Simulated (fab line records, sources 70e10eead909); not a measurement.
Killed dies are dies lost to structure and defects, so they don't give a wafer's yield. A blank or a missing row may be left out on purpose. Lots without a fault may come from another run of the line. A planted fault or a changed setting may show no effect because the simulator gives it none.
A struck lot beside a sound one | flow nand_harc | 14 steps out of a route of 1159
Sound: wafers L646.1, L646.4, L646.6. Struck: wafers L659.1, L659.4, L659.5. The cause comes at the end.
At each step with rows: each side's tool, then ch and its chambers, then its first start. Under that, the readings that differ: sound wafers | struck wafers | difference of the means | sigmas: that difference in standard deviations of wafers without a fault.
alike: readings whose means differ by less than 2 such deviations, and words and numbers that are the same on both sides. not compared: withheld readings, readings that some wafer has no value for, bounds like >300 that may hide the same value, and numbers for which the record gives no deviation and whose values overlap.
The two part at a step that has a row with sigmas, a row that says differs or no value, or rows on one side only. Numbers that don't overlap but have no deviation are shown without sigmas and don't part them. A reading that every wafer of one side lacks parts them only if that side has two wafers or more.

NHARC_P_M0_PRE_CLEAN_29: time 30 s.
  sound on pvd_sputter-01; struck on pvd_sputter-02
  alike: heater_power_w
NHARC_P_M0_PVD_20: deposits TaN, target thk 5 nm, time 8.06 s.
  sound on pvd_sputter-01; struck on pvd_sputter-02
  alike: throttle_valve_pct
then, 2 steps without rows for these wafers: NHARC_P_M0_PVD_21 (deposits Cu, target thk 30 nm, time 20.49 s); NHARC_P_M0_ECD_22 (material Cu, target thk 400 nm).
NHARC_P_M0_ANNEAL_30: time 90 s.
  sound on rtp_anneal-01 ch 0, day 6 12:02; struck on rtp_anneal-02 ch 0, day 9 22:10
  alike: anneal_temp_c, wafer_temp_C_max
then, 1 step without rows for these wafers: NHARC_P_M0_CMP_23 (polishes, t overpolish 20 s, target thk 117.53 nm).
NHARC_P_M0_THK_MEAS_24: measures by xrf.
  sound on film_metro-02, day 6 12:41; struck on film_metro-02, day 9 22:49
  alike: thk_nm
then, 1 step without rows for these wafers: NHARC_P_M0_SRD_25.
NHARC_P_M0_INSPECT_27:
  sound on defect_inspect-01, day 6 12:51; struck on defect_inspect-02, day 9 22:59
  alike: raw_defect_count
NHARC_P_M0_PRE_CLEAN_31: time 12 s.
  sound on pecvd-03 ch 0,2, day 6 12:56; struck on pecvd-03 ch 0,1,2, day 9 23:04
  alike: heater_power_outer_w, heater_power_w
NHARC_P_M0_DEP_32: deposits SiCN, target thk 30 nm.
  sound on pecvd-03 ch 0,2, day 6 13:02; struck on pecvd-03 ch 0,1,2, day 9 23:13
  alike: heater_power_outer_w, heater_power_w
NHARC_P_M1_DEP_00: deposits SiOC, target thk 182.5 nm.
  sound on pecvd-02 ch 1,2, day 6 13:25; struck on pecvd-03 ch 1,2, day 10 00:11
then, 1 step without rows for these wafers: NHARC_P_M1_DEHYDRATE_01 (time 120 s).
-- the record jumps here: 13 days lie between the struck wafers' starts before and after (it left off in module P_M1 and takes up again in module END, whose first step shown is number 1159 of the route) --
NHARC_END_SORT_01:
  sound on prober-01 ch 0, day 20 11:32; struck on prober-02 ch 0, day 23 04:24
  reading                  | sound          | struck         | difference | sigmas
  defect_limited_yield (%) | 94.4 94.2 92.6 | 0 0 0          | -94        | -62
  killed_at_periphery      | 4 1 8          | 634 645 647    | +638       | +99 or more
  killed_dies              | 38 39 50       | 677 677 677    | +635       | +63
  sort_bin_2_pct (%)       | 1.0 1.9 1.3    | 95.1 96.2 97.2 | +94.8      | +99 or more
  sort_n_pass              | 639 638 627    | 0 0 0          | -635       | -63
  sort_rim_yield_pct (%)   | 99 94 90       | 0 0 0          | -94        | -29
  sort_yield_pct (%)       | 94.4 94.2 92.6 | 0 0 0          | -94        | -62
  alike: killed_at_array, killed_at_other, killed_open, killed_short, sort_bin_3_pct, sort_bin_4_pct

WHERE THEY PART
Only at NHARC_END_SORT_01, within this record.

WHY: what the simulator had put in
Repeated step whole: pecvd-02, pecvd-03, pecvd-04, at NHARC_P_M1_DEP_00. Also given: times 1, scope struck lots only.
